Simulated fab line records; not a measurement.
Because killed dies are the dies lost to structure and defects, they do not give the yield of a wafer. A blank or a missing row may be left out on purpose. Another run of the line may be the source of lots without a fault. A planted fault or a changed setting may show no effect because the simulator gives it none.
Matching of chambers / flow nandHarc / 4 sister chambers for NHARC_A_STAIRCASE_DESCUM_443 on rieDiel-13
The step chemistry O2, time 3 s. 4 wafers are shown with their chamber, then 8 later ones without.

## WAFERS, EACH WITH ITS CHAMBER
wafer=L075.2; chamber=2; showerheadPlenumPTorr (Torr)=1.78
wafer=L091.5; chamber=0; showerheadPlenumPTorr (Torr)=2.04
wafer=L091.6; chamber=3; showerheadPlenumPTorr (Torr)=1.98
wafer=L092.3; chamber=1; showerheadPlenumPTorr (Torr)=1.98

## WAFERS WITH NO CHAMBER GIVEN
wafer=L092.4; showerheadPlenumPTorr (Torr)=2.04
wafer=L092.6; showerheadPlenumPTorr (Torr)=2.04
wafer=L093.1; showerheadPlenumPTorr (Torr)=2.04
wafer=L093.3; showerheadPlenumPTorr (Torr)=1.98
wafer=L093.4; showerheadPlenumPTorr (Torr)=1.77
wafer=L095.1; showerheadPlenumPTorr (Torr)=1.98
wafer=L095.5; showerheadPlenumPTorr (Torr)=1.76
wafer=L095.6; showerheadPlenumPTorr (Torr)=1.98

## WHICH CHAMBER EACH ONE RAN IN
wafer=L092.4; from the rows above=0; in truth=0
wafer=L092.6; from the rows above=0; in truth=0
wafer=L093.1; from the rows above=0; in truth=0
wafer=L093.3; from the rows above=can't be placed: 1 or 3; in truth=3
wafer=L093.4; from the rows above=2; in truth=2
wafer=L095.1; from the rows above=can't be placed: 1 or 3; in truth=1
wafer=L095.5; from the rows above=2; in truth=2
wafer=L095.6; from the rows above=can't be placed: 1 or 3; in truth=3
Correctly placed: 5 of 8. From these rows, 3 cannot be placed; in 3 the true chamber is one of the candidates. 0 placed wrongly.
How it was worked out, from the rows above alone: a wafer's distance from a chamber is the root of the sum, over the readings, of the square of ((its reading less the chamber's mean) divided by the reading's scatter). The wafer belongs to the nearest chamber; if the next one is less than 2 further off, it can't be placed. For every chamber, the mean is computed from those of its wafers that are shown. The scatter: root of mean squared gap, hidden wafer to nearest shown wafer, with one shown wafer a chamber.
